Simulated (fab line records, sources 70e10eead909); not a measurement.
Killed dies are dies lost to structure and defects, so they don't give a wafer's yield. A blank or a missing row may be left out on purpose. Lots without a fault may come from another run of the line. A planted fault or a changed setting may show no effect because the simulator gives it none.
Which tool did it? | flow nand_harc | 7 lots, 21 wafers sampled, at 3 steps of a route of 1302

WHAT THE GAUGES READ, wafer by wafer
NHARC_P_ZERO_WELL_CD_MEAS_52: target cd 2000 nm.
lot  | measured     | on        | cd_nm (nm)
L135 | day 2 21:59  | cd_sem-02 | 2000.0 1999.6 2000.2
L137 | day 3 17:52  | cd_sem-03 | 1999.2 1998.1 2000.5
L139 | day 4 13:53  | cd_sem-03 | 1999.2 1998.4 2001.2
L145 | day 7 01:49  | cd_sem-03 | 1999.8 1999.6 1998.3
L150 | day 9 04:27  | cd_sem-01 | - - -
L152 | day 9 23:59  | cd_sem-03 | 1998.9 2000.4 2000.1
L156 | day 11 15:38 | cd_sem-03 | 1999.8 1998.0 2000.3

WHICH TOOL RAN EACH LOT (tool, then ch and the chambers of the sampled wafers, then the start)
lot  | NHARC_P_ZERO_WELL_DESCUM_26       | NHARC_P_ZERO_WELL_EXPOSE_49
L135 | rie_diel-13 ch 0,3, day 2 18:44   | krf_scanner-04 ch 0, day 2 21:50
L137 | rie_diel-05 ch 1,2,3, day 3 14:44 | krf_scanner-01 ch 0, day 3 17:42
L139 | rie_diel-08 ch 1,2, day 4 10:47   | krf_scanner-01 ch 0, day 4 13:44
L145 | rie_diel-08 ch 0,1,3, day 6 22:43 | krf_scanner-02 ch 0, day 7 01:39
L150 | rie_diel-05 ch 1,2,3, day 9 01:25 | krf_scanner-02, day 9 04:17
L152 | rie_diel-08 ch 0,2,3, day 9 20:49 | krf_scanner-02 ch 0, day 9 23:50
L156 | rie_diel-08 ch 0,3, day 11 12:39  | krf_scanner-02 ch 0, day 11 15:29
- NHARC_P_ZERO_WELL_DESCUM_26: chemistry O2, time 3 s.
- NHARC_P_ZERO_WELL_EXPOSE_49: exposes mask P HVPW, target cd 2000 nm.

THE ANSWER, worked out from the rows above alone
Rule: what is usual is taken from the lots themselves. Put in order of their means at a reading, lots are off if they are a third of the lots or fewer, leave a main group of 4 or more, and stand apart from it by a gap of 3 or more times the standard deviation of the main group's means; of several such gaps the widest counts. A main group whose means are all the same, to the digits that the tables above print for the reading, isn't used. A lot without any number at a reading at which 4 lots or more have one is off too. The other lots that the step has rows for count as sound.
Off: L150, at NHARC_P_ZERO_WELL_CD_MEAS_52 (cd_nm). Without a number there: L150. The main group: mean 1999.5 nm, standard deviation 0.27.
A tool fits if, at a process step before that reading, it ran every lot that is off, and no sound lot after the first of them. The gauges at NHARC_P_ZERO_WELL_CD_MEAS_52 are tried like those tools. Can't be told from this: 2 tools fit, rie_diel-05 at NHARC_P_ZERO_WELL_DESCUM_26, cd_sem-01 at NHARC_P_ZERO_WELL_CD_MEAS_52.

WHAT THE SIMULATOR HAD PUT IN
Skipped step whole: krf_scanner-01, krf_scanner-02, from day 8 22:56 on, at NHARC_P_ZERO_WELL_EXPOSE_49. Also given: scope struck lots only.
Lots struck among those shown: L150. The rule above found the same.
